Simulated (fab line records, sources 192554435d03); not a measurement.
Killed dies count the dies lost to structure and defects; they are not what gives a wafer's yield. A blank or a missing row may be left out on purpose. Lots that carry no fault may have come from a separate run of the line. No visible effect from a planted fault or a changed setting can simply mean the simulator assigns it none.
fab line records	flow n5_finfet
record lots=8	wafers=24	last_day=18
route steps=1938 shown FIN_CUT@172 STI_FIN_REVEAL@190 BEOL_M4@1111 PASSIVATION@1936
lots untouched by any fault: they come from a run of this same line in which no faults occurred
start_h: hours from the record's first day to the start of the lot's first wafer shown	wait_h: hours since the lot's step before	" identical to the entry in the row above	L1.1+2: one row covering several wafers at once	- no value present, or no start provided	* or withheld: withheld	< > ~ a bound
route shown NAME@n: NAME is a module with steps in the file, n the number in the route of the first one	usual: average and standard deviation across the fault-free wafers	same: alike in all rows	chamber/n: place in a boat	sites: each site's reading	_std_site: standard deviation across them	_edge_site: inner sites' mean taken away from outer sites' mean	radius_mm: for every site, how far away it sits from the centre of the wafer	mask NAME#n: copy n	behind: the most recent tool/chamber to have shaped the wafer	hold: the reason the lot was held/the length of the hold in hours/how it ended	device: names the non-switching transistor (n, p or np)	end of line: at the end of the route, the tests of the same wafers	for a step that has no rows: nothing shown but its recipe	killed: dies lost to structure and defects at the first sort, not the wafer's yield	map: per-die view of a wafer (x killed, . not killed, _ where there is no die)
set.NAME: the setting as run; set.NAME@STEP: as run at that earlier step	model.NAME: the simulator's own value behind a step, which no gauge read
one table for each step of the route and one row for each wafer, over a sample of lots
services: from which hour (start_h, from the record's first day; less than 0 if before it) a tool's chamber was out of use, for how many hours, and why
## steps
# step N5_FIN_CUT_STRIP_24
# recipe chemistry=CF4	resist=SiARC	power_w=300	bias_power_w=75	pressure_mtorr=50	cf4_flow_sccm=150	rf_frequency_hz=6e+07
# usual drypump_motor_current_A=5.8/0.34	oes_product_au=0.77/0.065	rf_vpp_V=271.0/1.5	showerhead_plenum_p_Torr=1.79/0.055	throttle_valve_pct=13.55/0.19
lot.wafer	tool	chamber	start_h	wait_h	drypump_motor_current_A	oes_product_au	rf_hours_counter_h	rf_vpp_V	showerhead_plenum_p_Torr	throttle_valve_pct
L218.2	rie_diel-02	0	48.24	0.0	5.7	0.69	212	272.6	1.83	13.64
L218.4	"	1	"	"	6.3	0.70	206	270.6	1.76	13.56
L218.5	"	1	"	"	6.3	0.70	-	271.2	1.76	13.56
L225.3	rie_diel-03	1	90.49	0.0	5.7	0.79	115	271.2	1.79	13.31
L225.4	"	0	"	"	5.9	0.88	27	271.0	1.75	13.21
L225.5	"	1	"	"	5.7	0.79	-	272.1	1.79	13.32
L228.1	rie_diel-03	2	107.65	0.0	6.1	0.77	146	269.0	1.74	13.68
L228.3	"	0	"	"	5.9	0.88	32	271.8	1.75	13.23
L228.6	"	1	"	"	5.7	0.79	-	271.5	1.79	13.31
L229.2	rie_diel-03	2	112.90	0.0	6.0	0.77	148	271.3	1.74	13.66
L229.4	"	0	"	"	5.9	0.88	33	270.1	1.75	13.22
L229.5	"	0	"	"	5.9	0.88	-	269.9	1.75	13.24
L230.4	rie_diel-04	0	117.67	0.0	5.5	0.72	-	269.4	1.70	13.73
L230.5	"	1	"	"	5.2	0.68	-	272.3	1.83	13.64
L230.6	"	2	"	"	5.8	0.74	-	270.9	1.79	13.55
L231.1	rie_diel-04	0	123.60	0.0	5.5	0.71	202	268.7	1.69	13.72
L231.3	"	1	"	"	5.2	0.69	218	271.7	1.83	13.65
L231.5	"	2	"	"	5.8	0.75	-	272.7	1.79	13.59
L237.1	rie_diel-04	2	160.30	0.0	5.8	0.73	159	271.0	1.79	13.61
L237.2	"	0	"	"	5.5	0.70	215	271.6	1.69	13.76
L237.5	"	2	"	"	5.8	0.73	-	272.3	1.79	13.60
L238.2	rie_diel-03	0	166.11	0.0	5.9	0.84	49	268.9	1.74	13.24
L238.3	"	1	"	"	5.7	0.76	138	271.5	1.79	13.36
L238.5	"	2	"	"	6.0	0.76	-	268.9	1.73	13.71
# step N5_FIN_CUT_CUT_ETCH_27
# recipe chemistry=CHF3/O2	target=SiO2	target_depth_a=40	mask_material=SOC	overetch_a=20	time_s=4.9	pressure_mtorr=30	source_w=650	bias_w=170	Ar_flow_sccm=200	CHF3_flow_sccm=50	O2_flow_sccm=5	ion_energy_ev=200
# usual drypump_motor_current_A=5.8/0.34	mfc_ar_sccm=199.9/0.57	oes_o_777_au=0.77/0.061	oes_product_au=0.61/0.052	rf_vpp_V=526/10	showerhead_plenum_p_Torr=2.41/0.077	throttle_valve_pct=18.83/0.16
lot.wafer	tool	chamber	start_h	wait_h	drypump_motor_current_A	mfc_ar_sccm	oes_o_777_au	oes_product_au	rf_hours_counter_h	rf_vpp_V	showerhead_plenum_p_Torr	throttle_valve_pct
L218.2	rie_diel-02	0	48.31	0.0	5.7	199.1	0.70	0.55	212	527	2.47	18.90
L218.4	"	1	"	"	6.3	200.6	0.69	0.57	206	518	2.41	18.93
L218.5	"	1	"	"	6.3	200.1	0.68	0.56	-	518	2.41	18.93
L225.3	rie_diel-03	1	90.56	0.0	5.7	198.8	0.79	0.63	115	537	2.44	18.66
L225.4	"	0	"	"	5.9	200.3	0.86	0.71	27	543	2.36	18.57
L225.5	"	1	"	"	5.7	199.6	0.78	0.63	-	538	2.44	18.66
L228.1	rie_diel-03	2	107.72	0.0	6.0	200.5	0.77	0.62	146	525	2.31	18.83
L228.3	"	0	"	"	5.9	198.7	0.85	0.70	32	545	2.36	18.58
L228.6	"	1	"	"	5.7	199.8	0.79	0.63	-	538	2.44	18.67
L229.2	rie_diel-03	2	112.97	0.0	6.1	200.8	0.76	0.62	148	523	2.31	18.84
L229.4	"	0	"	"	5.9	199.8	0.85	0.70	33	543	2.36	18.58
L229.5	"	0	"	"	5.9	199.6	0.85	0.70	-	546	2.36	18.58
L230.4	rie_diel-04	0	117.75	0.0	5.5	200.7	0.72	0.58	-	516	2.31	19.07
L230.5	"	1	"	"	5.2	200.1	0.70	0.55	-	532	2.49	18.99
L230.6	"	2	"	"	5.8	200.5	0.75	0.60	-	513	2.42	18.81
L231.1	rie_diel-04	0	123.67	0.0	5.5	199.2	0.72	0.57	202	516	2.31	19.06
L231.3	"	1	"	"	5.2	199.9	0.70	0.55	218	531	2.49	18.98
L231.5	"	2	"	"	5.8	200.1	0.74	0.59	-	513	2.42	18.85
L237.1	rie_diel-04	2	160.37	0.0	5.8	199.1	0.73	0.59	159	513	2.41	18.84
L237.2	"	0	"	"	5.5	199.1	0.70	0.56	215	517	2.30	19.11
L237.5	"	2	"	"	5.8	199.9	0.73	0.58	-	514	2.41	18.86
L238.2	rie_diel-03	0	166.17	0.0	5.9	199.8	0.82	0.68	50	543	2.35	18.62
L238.3	"	1	"	"	5.7	199.5	0.77	0.61	138	538	2.43	18.71
L238.5	"	2	"	"	6.1	199.9	0.76	0.61	-	523	2.31	18.85
# step N5_FIN_CUT_CUT_ETCH_15
# recipe chemistry=HBr/Cl2/O2	target=Si	target_depth_a=1000	bt_time_s=10	mask_material=SOC	time_s=42.4	ion_energy_ev=*	bias_w=*	pressure_mtorr=10	icp_w=800	HBr_flow_sccm=150	Cl2_flow_sccm=80	O2_flow_sccm=12
# usual drypump_motor_current_A=5.8/0.36	oes_o_777_au=1.01/0.055	oes_product_au=1.002/0.012	throttle_valve_pct=37.23/0.3
# same bt_time_s=10
lot.wafer	tool	chamber	start_h	wait_h	drypump_motor_current_A	oes_o_777_au	oes_product_au	rf_hours_counter_h	throttle_valve_pct
L218.2	rie_si-02	1	48.46	0.1	5.8	1.03	0.994	157	36.77
L218.4	"	0	"	"	5.3	1.00	1.005	187	37.07
L218.5	"	0	"	"	5.3	1.00	1.004	-	37.06
L225.3	rie_si-05	0	90.88	0.0	6.4	0.98	1.020	127	37.52
L225.4	"	2	"	"	6.0	1.12	1.022	87	37.33
L225.5	"	2	"	"	5.9	1.11	1.024	-	37.36
L228.1	rie_si-02	2	107.87	0.1	5.7	0.95	0.995	45	36.82
L228.3	"	1	"	"	5.8	1.02	0.991	158	36.77
L228.6	"	2	"	"	5.7	0.96	1.003	-	36.83
L229.2	rie_si-05	2	113.12	0.1	5.9	1.12	1.036	88	37.36
L229.4	"	0	"	"	6.4	0.98	1.016	128	37.50
L229.5	"	2	"	"	5.9	1.11	1.030	-	37.36
L230.4	rie_si-02	0	117.87	0.0	5.3	1.00	1.007	188	37.07
L230.5	"	3	"	"	5.6	0.95	0.990	-	37.64
L230.6	"	2	"	"	5.7	0.96	1.004	-	36.84
L231.1	rie_si-05	2	123.82	0.1	6.0	1.12	1.023	88	37.34
L231.3	"	1	"	"	5.7	1.06	1.006	186	37.41
L231.5	"	0	"	"	6.4	0.97	1.010	-	37.51
L237.1	rie_si-06	3	160.51	0.1	5.4	1.06	0.987	177	37.44
L237.2	"	1	"	"	6.0	1.09	0.993	46	37.48
L237.5	"	3	"	"	5.4	1.06	0.983	-	37.45
L238.2	rie_si-02	3	166.32	0.1	5.6	0.94	0.984	191	37.63
L238.3	"	0	"	"	5.3	1.00	1.012	189	37.07
L238.5	"	3	"	"	5.6	0.94	0.985	-	37.63
# step N5_STI_FIN_REVEAL_ETCHBACK_08
# recipe chemistry=C4F6/O2	target=SiO2	target_depth_a=305	time_s=10.167	ion_energy_ev=250	pressure_mtorr=30	source_w=345	bias_w=185	Ar_flow_sccm=300	C4F6_flow_sccm=10	O2_flow_sccm=10
# usual C4F6_flow_sccm=10.001/0.03	O2_flow_sccm=10.001/0.029	drypump_motor_current_A=5.6/0.56	mfc_ar_sccm=299.9/0.9	oes_o_777_au=0.76/0.088	oes_product_au=0.77/0.075	rf_vpp_V=670/8.8	showerhead_plenum_p_Torr=2.83/0.076	throttle_valve_pct=21.16/0.23
lot.wafer	tool	chamber	start_h	wait_h	C4F6_flow_sccm	O2_flow_sccm	drypump_motor_current_A	mfc_ar_sccm	oes_o_777_au	oes_product_au	rf_hours_counter_h	rf_vpp_V	showerhead_plenum_p_Torr	throttle_valve_pct
L218.2	rie_diel-06	3	54.47	0.2	9.986	10.041	5.4	299.2	0.69	0.72	172	677	2.74	21.40
L218.4	"	2	"	"	9.983	10.011	6.6	300.7	0.71	0.69	201	660	2.71	21.06
L218.5	"	2	"	"	10.036	10.041	6.6	299.7	0.71	0.70	-	661	2.71	21.07
L225.3	rie_diel-05	1	97.92	0.2	10.007	9.951	5.8	299.9	0.71	0.72	216	670	2.83	21.35
L225.4	"	2	"	"	9.992	10.010	5.5	300.1	0.67	0.69	221	684	2.93	20.98
L225.5	"	1	"	"	10.008	9.990	5.8	300.4	0.70	0.72	-	669	2.83	21.36
L228.1	rie_diel-01	2	114.07	0.2	9.992	9.971	6.4	299.5	0.90	0.87	42	659	2.92	20.79
L228.3	"	0	"	"	10.004	10.070	4.9	299.2	0.86	0.83	83	674	2.76	21.14
L228.6	"	1	"	"	10.020	10.035	5.1	298.9	0.74	0.77	-	668	2.84	20.99
L229.2	rie_diel-01	1	119.44	0.2	-	-	-	-	-	-	-	-	-	-
L229.4	"	3	"	"	-	-	-	-	-	-	-	-	-	-
L229.5	"	1	"	"	-	-	-	-	-	-	-	-	-	-
L230.4	rie_diel-06	2	124.02	0.1	-	-	-	-	-	-	-	-	-	-
L230.5	"	2	"	"	-	-	-	-	-	-	-	-	-	-
L230.6	"	3	"	"	-	-	-	-	-	-	-	-	-	-
L231.1	rie_diel-05	3	129.96	0.3	-	-	-	-	-	-	-	-	-	-
L231.3	"	1	"	"	-	-	-	-	-	-	-	-	-	-
L231.5	"	0	"	"	-	-	-	-	-	-	-	-	-	-
L237.1	rie_diel-01	2	166.49	0.2	9.971	10.006	6.4	300.7	0.86	0.86	64	658	2.91	20.83
L237.2	"	0	"	"	9.961	9.985	4.9	300.6	0.83	0.81	105	671	2.75	21.17
L237.5	"	2	"	"	9.959	9.975	6.4	298.8	0.86	0.85	-	659	2.91	20.82
L238.2	rie_diel-06	2	173.05	0.2	10.004	10.043	6.6	299.4	0.68	0.67	245	658	2.70	21.15
L238.3	"	1	"	"	9.989	9.957	4.9	298.4	0.78	0.77	150	655	2.76	21.63
L238.5	"	2	"	"	9.970	10.004	6.6	298.9	0.68	0.67	-	659	2.70	21.13
# step N5_STI_FIN_REVEAL_FIN_H_MEAS_10
# usual trench_depth_nm=52.0/0.7
lot.wafer	tool	chamber	start_h	wait_h	trench_depth_nm
L218.2	ocd-01	-	57.42	0.0	50.6
L218.4	"	-	"	"	50.6
L218.5	"	-	"	"	50.8
L225.3	ocd-02	-	100.88	0.0	51.7
L225.4	"	-	"	"	52.3
L225.5	"	-	"	"	52.2
L228.1	ocd-01	-	117.02	0.0	52.8
L228.3	"	-	"	"	52.4
L228.6	"	-	"	"	52.5
L229.2	ocd-01	-	122.40	0.0	21.6
L229.4	"	-	"	"	21.7
L229.5	"	-	"	"	21.6
L230.4	ocd-01	-	126.98	0.0	22.1
L230.5	"	-	"	"	21.8
L230.6	"	-	"	"	21.3
L231.1	ocd-02	-	132.92	0.0	20.9
L231.3	"	-	"	"	21.0
L231.5	"	-	"	"	21.6
L237.1	ocd-02	-	169.44	0.0	52.4
L237.2	"	-	"	"	51.8
L237.5	"	-	"	"	52.3
L238.2	ocd-02	-	176.01	0.0	51.4
L238.3	"	-	"	"	52.1
L238.5	"	-	"	"	51.6
# step N5_BEOL_M4_RC_MEAS_101
# usual DIBL_N=36.0/1.8	DIBL_P=36.3/2.4	IOFF_N=0.16/0.035	IOFF_P=0.21/0.036	ION_N=673/13	ION_P=461/7.2	SS_N=71.4/0.6	SS_P=73.2/0.7	VT_N=250/4	VT_P=-250.9/2.9
lot.wafer	tool	chamber	start_h	wait_h	DIBL_N[mV/V]	DIBL_P[mV/V]	IOFF_N[nA/um]	IOFF_P[nA/um]	ION_N[uA/um]	ION_P[uA/um]	SS_N[mV/dec]	SS_P[mV/dec]	VT_N[mV]	VT_P[mV]
L218.2	prober-02	0	195.12	0.2	34.3	33.5	0.16	0.21	678	463	70.8	73.2	246	-247.1
L218.4	"	0	"	"	34.0	32.9	0.14	0.19	670	459	71.3	72.7	250	-249.6
L218.5	"	0	"	"	32.7	30.7	0.12	0.16	653	461	71.3	72.2	252	-251.3
L225.3	prober-02	0	244.31	0.3	36.3	37.7	0.18	0.22	682	457	71.2	74.1	248	-251.5
L225.4	"	0	"	"	34.5	34.6	0.15	0.18	671	456	70.8	72.5	248	-252.5
L225.5	"	0	"	"	36.6	37.1	0.19	0.21	683	464	71.7	73.6	244	-253.3
L228.1	prober-01	0	250.12	0.0	35.5	34.8	0.15	0.20	685	470	71.1	72.8	250	-249.7
L228.3	"	0	"	"	33.3	33.1	0.12	0.18	669	456	70.8	72.4	252	-249.3
L228.6	"	0	"	"	35.3	34.6	0.15	0.19	677	462	70.9	72.5	251	-251.7
L238.2	prober-01	0	318.44	0.2	37.2	37.1	0.16	0.21	673	457	71.4	73.4	250	-252.4
L238.3	"	0	"	"	37.9	36.6	0.16	0.21	681	461	72.1	74.0	250	-252.9
L238.5	"	0	"	"	39.3	38.0	0.20	0.25	687	464	72.2	73.7	247	-246.7
L237.1	prober-02	0	319.72	0.0	37.5	39.3	0.18	0.24	691	475	71.0	73.8	246	-246.5
L237.2	"	0	"	"	37.7	39.7	0.18	0.25	680	471	72.0	74.1	247	-247.2
L237.5	"	0	"	"	36.6	38.0	0.16	0.23	685	474	71.1	73.4	246	-248.1
# step N5_PASSIVATION_PROBE_49
# usual defect_limited_yield=91.2/1.4	killed_at_M0_to_M3=35/11	killed_at_M4_up=14/5.6	killed_at_contacts=12/5.6	killed_at_front_end=38/11	killed_at_other=4/3.4	killed_dies=103/17	killed_on_rim=13/3.5	killed_open=68/12	killed_short=33/8.8	sort_bin_5_function=5.1/0.89	sort_bin_6_memory=3.3/0.71	sort_n_pass=1077/17	sort_yield_pct=91.2/1.4
# same gross_dies=1180	killed_at_back_side=0	sort_bin_4_leakage[%]=0	sort_bin_8_speed[%]=0
lot.wafer	tool	chamber	start_h	wait_h	defect_limited_yield[%]	killed_at_M0_to_M3	killed_at_M4_up	killed_at_contacts	killed_at_front_end	killed_at_other	killed_dies	killed_on_rim	killed_open	killed_short	sort_bin_5_function[%]	sort_bin_6_memory[%]	sort_n_pass	sort_yield_pct[%]
L228.6	prober-02	-	353.37	0.3	87.8	45	7	18	54	20	144	12	88	53	5.8	5.3	1036	87.8
L229.2	prober-01	-	358.62	0.1	0	38	12	23	1101	6	1180	152	120	30	94.5	5.1	0	0
L229.4	prober-01	-	358.72	0.2	0	29	18	15	1112	6	1180	152	69	33	96.3	3.6	0	0
L229.5	prober-01	-	358.77	0.2	0	24	17	22	1113	4	1180	152	71	28	96.1	3.7	0	0
L230.4	prober-01	-	374.78	0.2	0	25	25	28	1097	5	1180	152	77	36	95.7	4.1	0	0
L230.5	prober-01	-	374.83	0.2	0	24	15	15	1121	5	1180	152	63	38	96.6	3.0	0	0
L230.6	prober-01	-	374.88	0.3	0	34	15	8	1123	0	1180	152	58	34	96.8	2.9	0	0
L231.1	prober-01	-	390.96	0.0	0	35	27	14	1102	2	1180	152	82	36	95.2	4.5	0	0
L231.3	prober-01	-	391.06	0.1	0	23	16	18	1118	5	1180	152	75	38	95.4	4.2	0	0
L231.5	prober-01	-	391.16	0.2	0	23	31	21	1103	2	1180	152	66	60	95.4	3.9	0	0
# killed by level:class
L228.6 MOL_CONTACT_COAG:geometric_particle:open=12 STI_FIN_REVEAL:geometric_particle:open=10 MIM_TOP_ETCH:geometric_particle:open=10 BEOL_M1:geometric_particle:open=9 BEOL_M0_SAQP:geometric_particle:short=9 BEOL_M0_SAQP:geometric_particle:open=9 MIM_TOP_ETCH:geometric_particle:short=8 BEOL_M3:geometric_particle:open=8
L229.2 STI_FIN_REVEAL:area_etchback=1027 STI_FIN_REVEAL:geometric_particle:open=45 MOL_CONTACT_COAG:geometric_particle:open=20 BEOL_M0_SAQP:geometric_particle:open=10 BEOL_M4:geometric_particle:open=9 BEOL_M3:geometric_particle:open=8 BEOL_M2:geometric_particle:open=7 STI_FIN_REVEAL:geometric_particle:short=6
L229.4 STI_FIN_REVEAL:area_etchback=1076 STI_FIN_REVEAL:geometric_particle:open=11 MOL_CONTACT_COAG:geometric_particle:open=10 BEOL_M3:geometric_particle:open=9 BEOL_M4:geometric_particle:short=6 MOL_CONTACT_COAG:geometric_particle:short=5 BEOL_M4:geometric_particle:open=5 STARTING-WAFER:geometric_particle:short=4
L229.5 STI_FIN_REVEAL:area_etchback=1079 MOL_CONTACT_COAG:geometric_particle:open=18 STI_FIN_REVEAL:geometric_particle:open=16 BEOL_M4:geometric_particle:open=11 BEOL_M3:geometric_particle:open=7 STI_FIN_REVEAL:geometric_particle:short=5 BEOL_M0_SAQP:geometric_particle:short=5 FIN_SAQP:geometric_particle:open=4
L230.4 STI_FIN_REVEAL:area_etchback=1066 MOL_CONTACT_COAG:geometric_particle:open=23 BEOL_M4:geometric_particle:open=14 GATE_CUT:geometric_particle:short=6 GATE_CUT:geometric_particle:open=6 BEOL_M1:geometric_particle:open=6 MOL_CONTACT_COAG:geometric_particle:short=5 BEOL_M4:geometric_particle:short=5
L230.5 STI_FIN_REVEAL:area_etchback=1079 GATE_CUT:geometric_particle:short=13 MOL_CONTACT_COAG:geometric_particle:open=13 BEOL_M1:geometric_particle:open=9 STI_FIN_REVEAL:geometric_particle:open=8 ILD0:geometric_particle:open=5 BEOL_M4:geometric_particle:open=5 BEOL_M4:geometric_particle:short=5
L230.6 STI_FIN_REVEAL:area_etchback=1088 BEOL_M3:geometric_particle:open=11 ILD0:geometric_particle:short=7 BEOL_M0_SAQP:geometric_particle:short=7 BEOL_M4:geometric_particle:open=7 MOL_CONTACT_COAG:geometric_particle:open=6 GATE_CUT:geometric_particle:open=5 ILD0:geometric_particle:open=4
L231.1 STI_FIN_REVEAL:area_etchback=1062 BEOL_M4:geometric_particle:open=16 BEOL_M0_SAQP:geometric_particle:short=15 FIN_SAQP:geometric_particle:open=13 MOL_CONTACT_COAG:geometric_particle:open=11 FIN_SAQP:geometric_particle:short=8 BEOL_M0_SAQP:geometric_particle:open=7 BEOL_M2:geometric_particle:open=6
L231.3 STI_FIN_REVEAL:area_etchback=1066 FIN_SAQP:geometric_particle:open=18 MOL_CONTACT_COAG:geometric_particle:open=16 FIN_SAQP:geometric_particle:short=14 BEOL_M0_SAQP:geometric_particle:open=8 BEOL_M0_SAQP:geometric_particle:short=7 BEOL_M4:geometric_particle:short=5 ILD0:geometric_particle:short=4
L231.5 STI_FIN_REVEAL:area_etchback=1052 FIN_SAQP:geometric_particle:open=19 BEOL_M4:geometric_particle:short=19 MOL_CONTACT_COAG:geometric_particle:open=15 FIN_SAQP:geometric_particle:short=8 BEOL_M0_SAQP:geometric_particle:short=8 MOL_CONTACT_COAG:geometric_particle:short=6 BEOL_M4:geometric_particle:open=5
## services
tool	chamber	start_h	hours	kind
rie_diel-01	-	31.03	4.3	pm
rie_diel-05	0	35.02	-	clean
rie_si-06	-	39.12	2.8	pm
rie_diel-03	0	42.38	4.6	repair
rie_diel-04	2	43.58	6.8	repair
rie_si-05	0	44.09	10.5	repair
rie_diel-05	1	57.17	13.0	repair
rie_diel-04	1	57.30	7.8	repair
rie_si-02	-	57.74	15.6	pm
rie_diel-02	3	67.77	16.2	repair
rie_diel-06	0	82.08	7.0	repair
rie_diel-01	-	90.23	0.2	repair
rie_diel-04	3	116.29	12.9	repair
rie_si-05	3	122.42	-	clean
rie_si-05	3	122.42	14.9	scheduled_down
rie_si-05	3	122.42	14.9	vent_cycle
rie_si-06	1	126.75	2.5	repair
rie_si-02	2	128.50	4.3	repair
rie_diel-05	-	147.49	16.3	repair
rie_si-06	0	152.79	8.9	repair
rie_diel-01	1	164.18	2.6	repair
rie_si-02	3	170.66	-	clean
rie_si-02	3	170.66	20.5	scheduled_down
rie_si-02	3	170.66	20.5	vent_cycle
## key
first_sign step=N5_STI_FIN_REVEAL_ETCHBACK_08	reading=tool_record	direction=missing
effect step=N5_STI_FIN_REVEAL_FIN_H_MEAS_10	reading=trench_depth_nm	direction=down	sigmas=44	usual=52.0	struck=21.5
effect step=N5_PASSIVATION_PROBE_49	reading=sort_bin_5_function	direction=up	sigmas=99+	usual=5.1	struck=95.8
more_kills_born_at N5_STI_FIN_REVEAL_ETCHBACK_08@rie_diel-06=3233	N5_STI_FIN_REVEAL_ETCHBACK_08@rie_diel-01=3182	N5_STI_FIN_REVEAL_ETCHBACK_08@rie_diel-05=3180
met_at N5_STI_FIN_REVEAL_ETCHBACK_08
struck_lots L229,L230,L231
later_rows_left_out L229.2,L229.4,L229.5,L230.4,L230.5,L230.6,L231.1,L231.3,L231.5
not_acting_at N5_FIN_CUT_STRIP_24,N5_FIN_CUT_CUT_ETCH_27,N5_FIN_CUT_CUT_ETCH_15
onset_between 114.07 119.44
fault kind=skipped_step_whole	tool=rie_diel-01,rie_diel-05,rie_diel-06	chamber=-	onset_h=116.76	steps=N5_STI_FIN_REVEAL_ETCHBACK_08	scope=struck_lots_only
# later_rows_left_out: the simulator's readings of these wafers behind a module that went badly wrong aren't trusted and aren't shown, but for the sort
